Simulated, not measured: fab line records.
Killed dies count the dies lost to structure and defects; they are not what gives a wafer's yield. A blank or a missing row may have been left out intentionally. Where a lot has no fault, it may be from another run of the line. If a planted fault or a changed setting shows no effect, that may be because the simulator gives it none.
A struck lot beside a sound one || flow nand harc || 13 out of 1302 route steps
Sound: these wafers, L981.1, L981.3, L981.4. Struck: wafers L989.2, L989.3, L989.6. Last of all comes the cause.
At each step with rows: each side's tool, then ch and its chambers, then its first start. Under that, the readings that differ: sound wafers || struck wafers || difference of the means || sigmas: that difference in standard deviations of wafers without a fault.
alike: readings with means less than 2 such deviations apart, plus words and numbers identical on both sides. not compared: withheld readings, readings lacking a value on some wafer, bounds such as >300 that could conceal the same value, and numbers that have no deviation in the record and whose values overlap.
Wherever a step has rows on one side only, a row that says differs or no value, or a row with sigmas, the two part there. Non-overlapping numbers with no deviation appear without sigmas and do not part them. A reading that every wafer of one side lacks parts them only if that side has two wafers or more.

NHARC_P_STI_ETCH_42: etches the open film in N2/H2, target depth 80 nm, overetch 24 nm, time 61 s.
  sound on rie diel-12 ch 0,1,2, day 7 00:58; struck on rie diel-10 ch 0,2,3, day 10 12:11
  alike: drypump motor current A, mfc ar sccm, oes product au, rf vpp V, showerhead plenum p Torr, throttle valve pct
  not compared: rf hours counter h
NHARC_P_STI_ETCH_31: etches the open film in CF4/CHF3, target depth 108.9 nm, time 54.5 s.
  sound: rie diel-12 ch 0,1,3; struck: rie diel-10 ch 2,3
  alike: drypump motor current A, mfc ar sccm, oes product au, rf vpp V, showerhead plenum p Torr, throttle valve pct
  not compared: rf hours counter h
NHARC_P_STI_ETCH_15: etches the open film in HBr/Cl2, target depth 300 nm, time 100.1 s.
  sound on rie si-04 ch 0,2,3, day 7 01:10; struck on rie si-05 ch 1,3, day 10 12:24
  alike: drypump motor current A, oes product au, throttle valve pct
  not compared: rf hours counter h
NHARC_P_STI_CD_MEAS_16:
  sound on cd sem-01, day 7 01:19; struck on cd sem-01, day 10 12:33
  alike: cd nm
NHARC_P_STI_OCD_MEAS_17:
  sound on ocd-02, day 7 01:25; struck on ocd-01, day 10 12:38
  alike: trench depth nm, trench foot cd nm
then, 3 steps without rows for these wafers: NHARC_P_STI_STRIP_19 (strips in SPM, time 900 s); NHARC_P_STI_PRECLEAN_32 (cleans in SC1); NHARC_P_STI_SRD_23.
NHARC_P_STI_OCD_MEAS_43:
  sound on ocd-02, day 7 01:55; struck on ocd-02, day 10 13:08
  alike: trench depth nm, trench foot cd nm
then, 3 steps without rows for these wafers: NHARC_P_STI_OXIDE_33 (material SiO2, target thk 10 nm, ox time 281 s); NHARC_P_STI_HDPCVD_20 (deposits SiO2); NHARC_P_STI_ANNEAL_34 (time 1800 s).
NHARC_P_STI_CMP_21: polishes, t overpolish 20 s, target thk 380.67 nm.
  sound on cmp-01 ch 0,2,3, day 7 19:43; struck on cmp-01 ch 1,2, day 11 05:38
{"reading": "overpolish run s (s)", "sound": "20.005 20.009 20.023", "struck": "77.071 77.058 77.057", "difference": "+57.050", "sigmas": "+99 or more"}
{"reading": "t overpolish s (s)", "sound": "20 20 20", "struck": "77.058 77.058 77.058", "difference": "+57.058", "sigmas": ""}
  alike: edge zone pressure frac, motor current A

WHERE THEY PART
Only at NHARC_P_STI_CMP_21, within this record.

WHY: whatever the simulator had introduced
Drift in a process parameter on cmp-01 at NHARC_P_STI_CMP_21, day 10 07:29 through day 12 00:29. Setting t overpolish s shifted by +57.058 from 20. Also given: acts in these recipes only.
